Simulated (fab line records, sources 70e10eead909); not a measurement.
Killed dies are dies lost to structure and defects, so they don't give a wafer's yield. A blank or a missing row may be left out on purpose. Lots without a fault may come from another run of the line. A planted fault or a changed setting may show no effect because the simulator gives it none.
Which tool did it? | flow nand_harc | 11 lots, 33 wafers sampled, at 5 steps of a route of 1159

WHAT THE GAUGES READ, wafer by wafer
NHARC_END_WLT_00. Usual: VT_DECK1_BOTTOM 0.873, standard deviation 0.0069; VT_DECK1_BOTTOM_INNER 0.873, standard deviation 0.0072; VT_DECK1_MEDIAN_NEAR_BOTTOM 0.874, standard deviation 0.0068; VT_DECK1_MEDIAN_NEAR_BOTTOM_INNER 0.874, standard deviation 0.0069; VT_DECK1_MIDDLE 0.886, standard deviation 0.0062; VT_DECK1_MIDDLE_INNER 0.886, standard deviation 0.0065; VT_DECK1_TOP 0.898, standard deviation 0.0068; VT_DECK1_TOP_INNER 0.898, standard deviation 0.007.
lot  | measured     | on        | VT_DECK1_BOTTOM   | VT_DECK1_BOTTOM_INNER | VT_DECK1_MEDIAN_NEAR_BOTTOM | VT_DECK1_MEDIAN_NEAR_BOTTOM_INNER | VT_DECK1_MIDDLE   | VT_DECK1_MIDDLE_INNER | VT_DECK1_TOP      | VT_DECK1_TOP_INNER | flag
L923 | day 19 15:26 | prober-02 | 0.864 0.868 0.863 | 0.860 0.871 0.853     | 0.865 0.871 0.862           | 0.858 0.868 0.853                 | 0.874 0.884 0.878 | 0.885 0.874 0.871     | 0.884 0.893 0.886 | 0.895 0.892 0.891  |
L924 | day 19 22:08 | prober-01 | 0.869 0.858 0.863 | 0.866 0.864 0.866     | 0.866 0.864 0.868           | 0.858 0.864 0.863                 | 0.879 0.881 0.881 | 0.879 0.883 0.873     | 0.887 0.884 0.889 | 0.890 0.881 0.894  |
L926 | day 20 06:05 | prober-01 | 0.872 0.866 0.879 | 0.865 0.876 0.879     | 0.876 0.874 0.873           | 0.872 0.874 0.875                 | 0.889 0.889 0.892 | 0.888 0.890 0.895     | 0.900 0.906 0.897 | 0.900 0.905 0.897  |
L927 | day 19 22:49 | prober-02 | 0.869 0.873 0.867 | 0.864 0.873 0.877     | 0.874 0.871 0.869           | 0.870 0.866 0.874                 | 0.885 0.885 0.886 | 0.891 0.878 0.885     | 0.893 0.895 0.897 | 0.897 0.890 0.892  |
L930 | day 21 02:54 | prober-02 | 0.877 0.879 0.875 | 0.881 0.872 0.877     | 0.874 0.878 0.878           | 0.873 0.872 0.868                 | 0.891 0.883 0.884 | 0.890 0.882 0.889     | 0.904 0.894 0.899 | 0.900 0.897 0.896  |
L928 | day 21 13:19 | prober-01 | 0.869 0.864 0.878 | 0.872 0.866 0.884     | 0.876 0.876 0.889           | 0.873 0.875 0.877                 | 0.883 0.877 0.886 | 0.890 0.892 0.887     | 0.892 0.897 0.895 | 0.895 0.900 0.900  |
L931 | day 21 12:20 | prober-02 | 0.883 0.873 0.875 | 0.875 0.864 0.869     | 0.876 0.873 0.880           | 0.888 0.868 0.880                 | 0.890 0.881 0.895 | 0.898 0.884 0.893     | 0.898 0.897 0.906 | 0.896 0.901 0.905  |
L933 | day 21 21:12 | prober-02 | 0.874 0.875 0.879 | 0.882 0.866 0.868     | 0.873 0.868 0.876           | 0.876 0.870 0.874                 | 0.887 0.882 0.881 | 0.888 0.887 0.880     | 0.897 0.899 0.902 | 0.894 0.892 0.895  |
L940 | day 23 04:49 | prober-01 | 0.865 0.868 0.870 | 0.866 0.879 0.877     | 0.870 0.883 0.875           | 0.868 0.872 0.876                 | 0.885 0.889 0.892 | 0.884 0.884 0.887     | 0.889 0.889 0.897 | 0.907 0.897 0.896  |
L943 | day 24 20:42 | prober-01 | 0.881 0.864 0.878 | 0.876 0.871 0.879     | 0.884 0.879 0.882           | 0.870 0.875 0.876                 | 0.892 0.883 0.887 | 0.885 0.889 0.898     | 0.906 0.902 0.903 | 0.902 0.903 0.904  |
L944 | day 25 04:57 | prober-01 | 0.880 0.870 0.872 | 0.872 0.868 0.880     | 0.878 0.870 0.883           | 0.878 0.863 0.873                 | 0.885 0.881 0.879 | 0.894 0.880 0.883     | 0.899 0.905 0.905 | 0.902 0.903 0.905  |

NHARC_END_SORT_01. Usual: defect_limited_yield 95.7 %, standard deviation 1.5; killed_at_array 25, standard deviation 9.5; killed_at_other 0.8, standard deviation 1.2; killed_at_periphery 3.4, standard deviation 2.2; killed_dies 29, standard deviation 10; killed_open 3.3, standard deviation 1.8; killed_short 2.1, standard deviation 1.4; sort_bin_2_pct 1.4 %, standard deviation 0.63; sort_bin_3_pct 0.22 %, standard deviation 0.2; sort_bin_4_pct 2.7 %, standard deviation 0.96; sort_n_pass 648, standard deviation 10; sort_rim_yield_pct 95.6 %, standard deviation 2.8; sort_yield_pct 95.7 %, standard deviation 1.5.
lot  | measured     | on        | defect_limited_yield (%) | killed_at_array | killed_at_other | killed_at_periphery | killed_dies | killed_open | killed_short | sort_bin_2_pct (%) | sort_bin_3_pct (%) | sort_bin_4_pct (%) | sort_n_pass | sort_rim_yield_pct (%) | sort_yield_pct (%) | flag
L926 | day 20 09:05 | prober-01 | 96.5 95.7 95.4           | 21 28 26        | 0 0 0           | 3 1 5               | 24 29 31    | 2 2 4       | 3 1 2        | 1.3 1.5 0.7        | 0.15 0.59 0.15     | 2.1 2.2 3.7        | 653 648 646 | 98.1 94.3 96.2         | 96.5 95.7 95.4     |
L930 | day 21 05:53 | prober-02 | 93.8 94.1 95.6           | 35 35 28        | 1 0 1           | 6 5 1               | 42 40 30    | 5 7 1       | 4 0 0        | 2.4 2.1 1.2        | 0 0 0.59           | 3.8 3.8 2.7        | 635 637 647 | 98.1 93.4 95.3         | 93.8 94.1 95.6     |
L928 | day 21 16:53 | prober-01 | 97.9 98.4 98.2           | 9 7 10          | 0 1 0           | 5 3 2               | 14 11 12    | 7 4 4       | 2 2 1        | 0.6 0.6 0.1        | 0.15 0 0           | 1.3 1.0 1.6        | 663 666 665 | 98.1 97.2 96.2         | 97.9 98.4 98.2     |
L933 | day 22 00:49 | prober-02 | 95.6 93.9 93.5           | 28 38 42        | 1 0 0           | 1 3 2               | 30 41 44    | 2 3 4       | 0 2 3        | 1.3 1.6 2.2        | 0.30 0.59 0.44     | 2.8 3.8 3.8        | 647 636 633 | 96.2 98.1 98.1         | 95.6 93.9 93.5     |
L940 | day 23 08:07 | prober-01 | 84.5 82.7 81.8           | 27 32 40        | 0 2 4           | 78 83 79            | 105 117 123 | 3 4 4       | 1 3 1        | 6.1 5.8 7.8        | 3.25 2.81 2.66     | 6.2 8.7 7.7        | 572 560 554 | 77.4 91.5 88.7         | 84.5 82.7 81.8     | OFF
L943 | day 24 23:42 | prober-01 | 82.4 81.8 80.9           | 40 45 44        | 0 1 2           | 79 77 83            | 119 123 129 | 1 2 4       | 3 2 1        | 7.1 7.4 6.8        | 2.81 3.25 2.95     | 7.7 7.5 9.3        | 558 554 548 | 93.4 85.8 91.5         | 82.4 81.8 80.9     | OFF

WHICH TOOL RAN EACH LOT (tool, then ch and the chambers of the sampled wafers, then the start)
lot  | NHARC_P_M0_PRE_CLEAN_29      | NHARC_THIN_TSV_ETCH_44             | NHARC_THIN_TSV_DEGAS_49
L923 | pvd_sputter-02, day 6 00:17  | rie_diel-01 ch 1,2, day 19 02:10   | pvd_sputter-02, day 19 04:43
L924 | pvd_sputter-01, day 6 09:27  | rie_diel-01 ch 0,2, day 19 03:25   | pvd_sputter-02, day 19 06:05
L926 | pvd_sputter-01, day 6 19:05  | rie_diel-13 ch 1,2, day 19 07:43   | pvd_sputter-02, day 19 10:14
L927 | pvd_sputter-03, day 6 20:50  | rie_diel-13 ch 0,1, day 19 04:34   | pvd_sputter-02, day 19 07:07
L930 | pvd_sputter-01, day 7 11:55  | rie_diel-13 ch 0,1, day 20 15:53   | pvd_sputter-02, day 20 18:46
L928 | pvd_sputter-03, day 7 13:27  | rie_diel-05 ch 0,3, day 21 01:00   | pvd_sputter-01, day 21 03:32
L931 | pvd_sputter-02, day 7 19:44  | rie_diel-13 ch 0,1,2, day 21 03:15 | pvd_sputter-01, day 21 05:52
L933 | pvd_sputter-03, day 8 04:41  | rie_diel-05 ch 0,1,2, day 21 04:43 | pvd_sputter-01, day 21 07:08
L940 | pvd_sputter-01, day 10 07:51 | rie_diel-01 ch 2,3, day 22 17:47   | pvd_sputter-02, day 22 20:18
L943 | pvd_sputter-01, day 10 15:51 | rie_diel-01 ch 0,1,3, day 24 08:44 | pvd_sputter-03, day 24 11:32
L944 | pvd_sputter-02, day 11 06:56 | rie_diel-05 ch 2,3, day 24 09:56   | pvd_sputter-01, day 24 12:56
- NHARC_P_M0_PRE_CLEAN_29: time 30 s.
- NHARC_THIN_TSV_ETCH_44: etches the open film in CF4/O2, target depth 1594.2 nm, time 797.1 s.
- NHARC_THIN_TSV_DEGAS_49: time 120 s.

WHAT THE TOOLS THEMSELVES READ (means of the sampled wafers that have a number; where no wafer has one, the mark that the record gives instead)
NHARC_P_M0_PRE_CLEAN_29. Usual: heater_power_w 424 W, standard deviation 46.
lot  | tool           | heater_power_w (W) | flag
L923 | pvd_sputter-02 | 427                |
L924 | pvd_sputter-01 | 415                |
L926 | pvd_sputter-01 | 404                |
L927 | pvd_sputter-03 | 429                |
L930 | pvd_sputter-01 | 423                |
L928 | pvd_sputter-03 | 448                |
L931 | pvd_sputter-02 | 425                |
L933 | pvd_sputter-03 | 453                |
L940 | pvd_sputter-01 | 404                |
L943 | pvd_sputter-01 | 412                |
L944 | pvd_sputter-02 | 427                |

NHARC_THIN_TSV_ETCH_44. Usual: bias_w 799.8 W, standard deviation 2.5; drypump_motor_current_A 5.73 A, standard deviation 0.28; oes_product_au 1.000 a.u., standard deviation 0.011; rf_vpp_V 797 V, standard deviation 3.8; showerhead_plenum_p_Torr 1.88 Torr, standard deviation 0.06; throttle_valve_pct 16.915 %, standard deviation 0.0095.
lot  | tool        | bias_w (W) | drypump_motor_current_A (A) | oes_product_au (a.u.) | rf_vpp_V (V) | showerhead_plenum_p_Torr (Torr) | throttle_valve_pct (%) | flag
L923 | rie_diel-01 | 798.2      | 5.82                        | 1.002                 | 799          | 1.92                            | 16.923                 |
L924 | rie_diel-01 | 797.9      | 5.77                        | 0.998                 | 798          | 1.90                            | 16.919                 |
L926 | rie_diel-13 | 800.0      | 5.69                        | 0.981                 | 798          | 1.89                            | 16.911                 |
L927 | rie_diel-13 | 800.9      | 5.68                        | 1.009                 | 795          | 1.83                            | 16.915                 |
L930 | rie_diel-13 | 800.3      | 5.67                        | 1.021                 | 798          | 1.88                            | 16.918                 |
L928 | rie_diel-05 | 799.5      | 5.97                        | 0.996                 | 801          | 1.93                            | 16.916                 |
L931 | rie_diel-13 | 800.5      | 5.68                        | 1.011                 | 795          | 1.84                            | 16.909                 |
L933 | rie_diel-05 | 803.2      | 5.93                        | 1.002                 | 794          | 1.82                            | 16.913                 |
L940 | rie_diel-01 | 799.6      | 5.61                        | 0.997                 | 800          | 1.91                            | 16.927                 |
L943 | rie_diel-01 | 801.0      | 5.53                        | 0.996                 | 798          | 1.90                            | 16.922                 |
L944 | rie_diel-05 | 800.1      | 5.82                        | 1.004                 | 797          | 1.87                            | 16.917                 |

NHARC_THIN_TSV_DEGAS_49. Usual: heater_power_w 491 W, standard deviation 51.
lot  | tool           | heater_power_w (W) | flag
L923 | pvd_sputter-02 | 487                |
L924 | pvd_sputter-02 | 516                |
L926 | pvd_sputter-02 | 514                |
L927 | pvd_sputter-02 | 512                |
L930 | pvd_sputter-02 | 485                |
L928 | pvd_sputter-01 | 494                |
L931 | pvd_sputter-01 | 483                |
L933 | pvd_sputter-01 | 476                |
L940 | pvd_sputter-02 | 534                |
L943 | pvd_sputter-03 | 512                |
L944 | pvd_sputter-01 | 485                |

THE ANSWER, worked out from the rows above alone
Rule: a lot is off if the mean of its wafers that have a number lies more than 3 standard deviations from the usual mean. A lot without any number at a reading at which 4 lots or more have one is off too. The other lots that the step has rows for count as sound. The gauges are gone through in route order, then the tools' own readings, and for those a lot's mean is taken as printed above. The first step at which some lot is off is used, and at that step the reading that is off furthest; a lot without a number counts as furthest.
Off: L940, L943, at NHARC_END_SORT_01 (killed_at_periphery). Neither off nor sound, because the step has no rows for them: L923, L924, L927, L931, L944.
A tool fits if, at a process step before that reading, it ran every lot that is off, and no sound lot after the first of them. The gauges at NHARC_END_SORT_01 are tried like those tools. Can't be told from this: 3 tools fit, pvd_sputter-01 at NHARC_P_M0_PRE_CLEAN_29, rie_diel-01 at NHARC_THIN_TSV_ETCH_44, prober-01 at NHARC_END_SORT_01.

WHAT THE SIMULATOR HAD PUT IN
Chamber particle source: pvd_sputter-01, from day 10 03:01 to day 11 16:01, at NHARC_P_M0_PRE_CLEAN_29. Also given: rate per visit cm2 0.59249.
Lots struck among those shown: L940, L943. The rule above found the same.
